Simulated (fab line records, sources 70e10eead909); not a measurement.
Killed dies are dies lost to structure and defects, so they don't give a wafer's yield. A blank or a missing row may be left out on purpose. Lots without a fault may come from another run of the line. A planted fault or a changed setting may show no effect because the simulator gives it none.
Which tool did it? | flow nand_harc | 11 lots, 33 wafers sampled, at 4 steps of a route of 1302

WHAT THE GAUGES READ, wafer by wafer
NHARC_P_M0_CD_MEAS_09: target cd 90 nm.
lot  | measured     | on        | cd_nm (nm)
L920 | day 6 12:14  | cd_sem-03 | 90.9 90.0 90.3
L921 | day 7 02:16  | cd_sem-03 | 90.3 90.4 91.0
L922 | day 7 05:08  | cd_sem-03 | 90.4 90.6 90.4
L923 | day 7 12:40  | cd_sem-03 | 89.8 89.1 90.4
L926 | day 8 21:05  | cd_sem-03 | 89.9 89.9 90.5
L927 | day 9 10:23  | cd_sem-02 | 89.9 89.5 89.8
L929 | day 10 12:58 | cd_sem-03 | 90.9 89.5 88.5
L934 | day 12 10:39 | cd_sem-03 | 90.5 89.8 91.1
L939 | day 14 13:17 | cd_sem-03 | 90.7 93.0 91.3
L941 | day 15 01:02 | cd_sem-02 | 89.6 89.4 90.7
L942 | day 15 12:44 | cd_sem-01 | 89.8 90.1 89.2

WHICH TOOL RAN EACH LOT (tool, then ch and the chambers of the sampled wafers, then the start)
lot  | NHARC_P_CONTACT_DESCUM_17          | NHARC_P_CONTACT_ETCH_31                       | NHARC_P_M0_PEB_07
L920 | rie_diel-13 ch 0,2, day 6 08:23    | rie_diel-13 ch 0,2, day 6 12:09 or earlier    | litho_track-06 ch 0, day 6 12:09
L921 | rie_diel-08 ch 1,2,3, day 6 22:23  | rie_diel-08 ch 0,2, day 7 02:10 or earlier    | litho_track-06 ch 0, day 7 02:10
L922 | rie_diel-04 ch 0,2, day 7 01:13    | rie_diel-04 ch 2,3, day 7 05:04 or earlier    | litho_track-06 ch 0, day 7 05:04
L923 | rie_diel-08 ch 1,2, day 7 08:40    | rie_diel-08 ch 1,2,3, day 7 12:35 or earlier  | litho_track-06 ch 0, day 7 12:35
L926 | rie_diel-13 ch 0,1, day 8 16:59    | rie_diel-13 ch 1,2, day 8 21:00 or earlier    | litho_track-01 ch 0, day 8 21:00
L927 | rie_diel-04 ch 0,1,2, day 9 06:24  | rie_diel-04 ch 1,2,3, day 9 10:19 or earlier  | litho_track-06 ch 0, day 9 10:19
L929 | rie_diel-13 ch 0,2,3, day 10 09:05 | rie_diel-13 ch 0,1,2, day 10 12:53 or earlier | litho_track-04 ch 0, day 10 12:53
L934 | rie_diel-13 ch 1,2,3, day 12 06:30 | rie_diel-13 ch 1,2,3, day 12 10:34 or earlier | litho_track-06 ch 0, day 12 10:34
L939 | rie_diel-08 ch 0,2, day 14 09:08   | rie_diel-08 ch 0,2,3, day 14 13:11 or earlier | litho_track-06 ch 0, day 14 13:11
L941 | rie_diel-08 ch 2,3, day 14 21:01   | rie_diel-08 ch 1,2,3, day 15 00:58 or earlier | litho_track-04 ch 0, day 15 00:58
L942 | rie_diel-04 ch 0,2,3, day 15 08:36 | rie_diel-04 ch 0,2,3, day 15 12:39 or earlier | litho_track-04 ch 0, day 15 12:39
- NHARC_P_CONTACT_DESCUM_17: chemistry O2, time 3 s.
- NHARC_P_CONTACT_ETCH_31: etches the open film in CH3F/O2, target depth 30 nm, time 85.7 s.
- NHARC_P_M0_PEB_07: peb time 65 s.

THE ANSWER, worked out from the rows above alone
Rule: what is usual is taken from the lots themselves. Put in order of their means at a reading, lots are off if they are a third of the lots or fewer, leave a main group of 4 or more, and stand apart from it by a gap of 3 or more times the standard deviation of the main group's means; of several such gaps the widest counts. A main group whose means are all the same, to the digits that the tables above print for the reading, isn't used. A lot without any number at a reading at which 4 lots or more have one is off too. The other lots that the step has rows for count as sound.
Off: L939, at NHARC_P_M0_CD_MEAS_09 (cd_nm). The main group: mean 90.1 nm, standard deviation 0.35.
A tool fits if, at a process step before that reading, it ran every lot that is off, and no sound lot after the first of them. The gauges at NHARC_P_M0_CD_MEAS_09 are tried like those tools. NHARC_P_CONTACT_ETCH_31 gives no start for some lots, so the hours and the order of its lots are those of NHARC_P_M0_PEB_07. Can't be told from this: 2 tools fit, litho_track-06 at NHARC_P_M0_PEB_07, cd_sem-03 at NHARC_P_M0_CD_MEAS_09.

WHAT THE SIMULATOR HAD PUT IN
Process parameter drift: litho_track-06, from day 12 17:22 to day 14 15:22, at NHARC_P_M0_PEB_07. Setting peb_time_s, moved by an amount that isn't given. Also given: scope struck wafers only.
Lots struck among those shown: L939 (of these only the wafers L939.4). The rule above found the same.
